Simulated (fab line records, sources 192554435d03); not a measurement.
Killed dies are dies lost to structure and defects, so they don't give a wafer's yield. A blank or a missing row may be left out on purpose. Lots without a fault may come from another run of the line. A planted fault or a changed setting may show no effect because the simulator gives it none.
Split-lot experiment | flow n5_finfet | 7 lots, 21 wafers read, on a route of 1938 steps

THE SPLIT
At N5_BEOL_M1_TRENCH_ETCH_37 (etches SiOC in C4F6/O2, target depth 55.207 nm, time 29 s), the setting bias_w was moved away from the recipe's 185 W on 10 of the 21 wafers read, by -7.4% to +16.2%. The other wafers ran this setting at the recipe's value.

The reading is taken at the split's own step.

THE READING
rf_vpp_V, in V, at N5_BEOL_M1_TRENCH_ETCH_37 (etches SiOC in C4F6/O2, target depth 55.207 nm, time 29 s). Fault-free wafers of this fab line usually give 675 V, standard deviation 12 V.

wafer  | tool, chamber at the split | bias_w as run, W | against the recipe | rf_vpp_V, V | against lot-mates on the recipe
L075.1 | rie_diel-03, 2             | 171.4            | -7.4%              | 642         | -44
L075.5 | rie_diel-03, 2             | 171.4            | -7.4%              | 641         | -45
L075.6 | rie_diel-03, 3             | 185              | recipe             | 686         | -
L076.1 | rie_diel-01, 0             | 174.6            | -5.6%              | 626         | -30
L076.3 | rie_diel-01, 1             | 185              | recipe             | 649         | -
L076.6 | rie_diel-01, 2             | 185              | recipe             | 662         | -
L078.4 | rie_diel-03, 0             | 205.8            | +11.2%             | 731         | +60
L078.5 | rie_diel-03, 0             | 185              | recipe             | 671         | -
L078.6 | rie_diel-03, 1             | 205.8            | +11.2%             | 738         | +67
L081.2 | rie_diel-01, 0             | 185              | recipe             | 655         | -
L081.4 | rie_diel-01, 3             | 185              | recipe             | 675         | -
L081.5 | rie_diel-01, 0             | 185              | recipe             | 655         | -
L085.1 | rie_diel-04, 0             | 199.6            | +7.9%              | 707         | +24
L085.3 | rie_diel-04, 1             | 185              | recipe             | 683         | -
L085.5 | rie_diel-04, 0             | 199.6            | +7.9%              | 705         | +22
L090.1 | rie_diel-04, 3             | 185              | recipe             | 677         | -
L090.4 | rie_diel-04, 0             | 197              | +6.5%              | 698         | +21
L090.5 | rie_diel-04, 1             | 197              | +6.5%              | 718         | +41
L095.1 | rie_diel-04, 0             | 185              | recipe             | 665         | -
L095.2 | rie_diel-04, 3             | 185              | recipe             | 677         | -
L095.3 | rie_diel-04, 2             | 214.9            | +16.2%             | 788         | +117

THE FIT
A straight line over all 21 wafers: rf_vpp_V changes by +5.89 V for each +1% of bias_w; r = +0.95; the points scatter about the line by 13 V.
The same after taking each lot's own level away (the mean of its wafers on the recipe; 21 wafers): +5.79 V for each +1%; r = +0.96; scatter 11 V.
On that fit, the largest move of bias_w shifts the reading by 94 V.
The lots' own levels span 655.5 to 686.0 V, that is 2.5 times the standard deviation above.
So the lot-to-lot level changes the slope little: the two slopes agree.
Check: with one of the wafers moved furthest among these (+16.2%) left out of the fit, the line predicts +80.6 V for it against its lot-mates. It came out at +117 V against them.
Tool readings at the split's step, against how far the setting was moved: rf_vpp_V r = +0.95.

OTHER SPLITS ON THESE WAFERS
These wafers also went through other splits before the reading. Each is held against what the fit with the lots' levels taken away leaves over:
other split on the same wafers    | wafers away from the commonest value | r with rf_vpp_V (lot level and that fit taken away)
N5_GATE_CUT_COAT_07 spin_rpm      | 3                                    | +0.06
N5_MOL_CONTACT_COAG_ALD_27 time_s | 7                                    | -0.08
N5_BEOL_M0_SAQP_ETCH_107 bias_w   | 3                                    | +0.10
N5_BEOL_M0_CUTY_COAT_51 spin_rpm  | 9                                    | +0.05
N5_BEOL_M0_CUTY_DESCUM_61 time_s  | 9                                    | +0.11

THE FILE'S OWN FIT
rf_vpp_V changes by +6.01 V for each +1% of bias_w, r = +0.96.
